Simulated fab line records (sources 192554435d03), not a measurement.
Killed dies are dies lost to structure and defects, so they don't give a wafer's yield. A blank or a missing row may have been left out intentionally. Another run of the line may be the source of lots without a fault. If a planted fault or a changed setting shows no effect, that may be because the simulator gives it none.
Split-lot experiment | flow n5Finfet | 7 lots, 39 wafers read, on a route of 1938 steps

## ABOUT THE SPLIT
At N5_SPACER0_ALD_07 (deposits SiNx, target thk 2 nm), the setting targetThkA was moved away from the recipe's 20 angstrom on 12 of the 39 wafers read, by -59.1% to +57.9%. This setting was run at the recipe's value on the other wafers.

The split's own step is where the reading is taken.

## THE READING
SiNx_of_SPACER0_ALD_07.thkNm (the simulator's own value, which no gauge read), in nm, at N5_SPACER0_ALD_07 (deposits SiNx, target thk 2 nm). There is no usual value for it anywhere in the file.

wafer  | tool, chamber at the split | targetThkA as run, angstrom | against the recipe | SiNx_of_SPACER0_ALD_07.thkNm, nm | against lot-mates on the recipe
L077.1 | aldSin-04, 2,0,2           | 20                          | recipe             | 2                                | -
L077.2 | aldSin-04, 2,0,2           | 20                          | recipe             | 2                                | -
L077.6 | aldSin-04, 2,0,2           | 20                          | recipe             | 2                                | -
L077.3 | aldSin-04, 3,3,0           | 31.57                       | +57.9%             | 3.2                              | +1.2
L077.4 | aldSin-04, 3,3,0           | 31.57                       | +57.9%             | 3.2                              | +1.2
L077.5 | aldSin-04, 3,3,0           | 31.57                       | +57.9%             | 3.2                              | +1.2
L079.2 | aldSin-04, 1,0,3           | 20                          | recipe             | 2                                | -
L079.3 | aldSin-04, 1,0,3           | 20                          | recipe             | 2                                | -
L079.6 | aldSin-04, 1,0,3           | 20                          | recipe             | 2                                | -
L084.1 | aldSin-01, 3,2,1           | 8.179                       | -59.1%             | 0.8                              | -1.2
L084.2 | aldSin-01, 3,2,1           | 8.179                       | -59.1%             | 0.8                              | -1.2
L084.4 | aldSin-01, 3,2,1           | 8.179                       | -59.1%             | 0.8                              | -1.2
L084.3 | aldSin-01, 0,0,1           | 20                          | recipe             | 2                                | -
L084.5 | aldSin-01, 0,0,1           | 20                          | recipe             | 2                                | -
L084.6 | aldSin-01, 0,0,1           | 20                          | recipe             | 2                                | -
L088.1 | aldSin-04, 1,2,3           | 10.75                       | -46.2%             | 1                                | -1.0
L088.2 | aldSin-04, 1,2,3           | 10.75                       | -46.2%             | 1                                | -1.0
L088.4 | aldSin-04, 1,2,3           | 10.75                       | -46.2%             | 1                                | -1.0
L088.3 | aldSin-04, 0,0,3           | 20                          | recipe             | 2                                | -
L088.5 | aldSin-04, 0,0,3           | 20                          | recipe             | 2                                | -
L088.6 | aldSin-04, 0,0,3           | 20                          | recipe             | 2                                | -
L090.1 | aldSin-01, 0,2,3,1,3,0     | 20                          | recipe             | 2                                | -
L090.2 | aldSin-01, 0,2,3,1,3,0     | 20                          | recipe             | 2                                | -
L090.3 | aldSin-01, 0,2,3,1,3,0     | 20                          | recipe             | 2                                | -
L090.4 | aldSin-01, 0,2,3,1,3,0     | 20                          | recipe             | 2                                | -
L090.5 | aldSin-01, 0,2,3,1,3,0     | 20                          | recipe             | 2                                | -
L090.6 | aldSin-01, 0,2,3,1,3,0     | 20                          | recipe             | 2                                | -
L091.1 | aldSin-04, 1,3,0           | 20                          | recipe             | 2                                | -
L091.2 | aldSin-04, 1,3,0           | 20                          | recipe             | 2                                | -
L091.5 | aldSin-04, 1,3,0           | 20                          | recipe             | 2                                | -
L091.3 | aldSin-04, 2,1             | 13.07                       | -34.7%             | 1.2                              | -0.8
L091.6 | aldSin-04, 2,1             | 13.07                       | -34.7%             | 1.2                              | -0.8
L091.4 | aldSin-04, 0               | 13.07                       | -34.7%             | 1.4                              | -0.6
L096.1 | aldSin-04, 2,1,3,0,2,1     | 20                          | recipe             | 2                                | -
L096.2 | aldSin-04, 2,1,3,0,2,1     | 20                          | recipe             | 2                                | -
L096.3 | aldSin-04, 2,1,3,0,2,1     | 20                          | recipe             | 2                                | -
L096.4 | aldSin-04, 2,1,3,0,2,1     | 20                          | recipe             | 2                                | -
L096.5 | aldSin-04, 2,1,3,0,2,1     | 20                          | recipe             | 2                                | -
L096.6 | aldSin-04, 2,1,3,0,2,1     | 20                          | recipe             | 2                                | -
The file does not say which wafer passed through which chamber wherever a row lists several chambers: such a row stands for several wafers.

THE FIT
A straight line over all 39 wafers: SiNx_of_SPACER0_ALD_07.thkNm changes by +0.0208 nm for each +1% of targetThkA; r = +1.00; the points scatter about the line by 0.03 nm.
The same after taking each lot's own level away (the mean of its wafers on the recipe; 39 wafers): +0.0208 nm for each +1%; r = +1.00; scatter 0.03 nm.
According to that fit, moving targetThkA by its largest amount changes the reading by 1.2 nm.
The lots' own levels span 2.00 to 2.00 nm.
Hence the lot-to-lot level has little effect on the slope; both slopes agree.
Check: -1.24 nm against its lot-mates is what the line predicts for one of the wafers moved furthest among these (-59.1%) when that wafer is left out of the fit. It came out at -1.2 nm against them.

## FILE'S OWN FIT
SiNx_of_SPACER0_ALD_07.thkNm changes by +0.0208 nm for each +1% of targetThkA, r = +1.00.
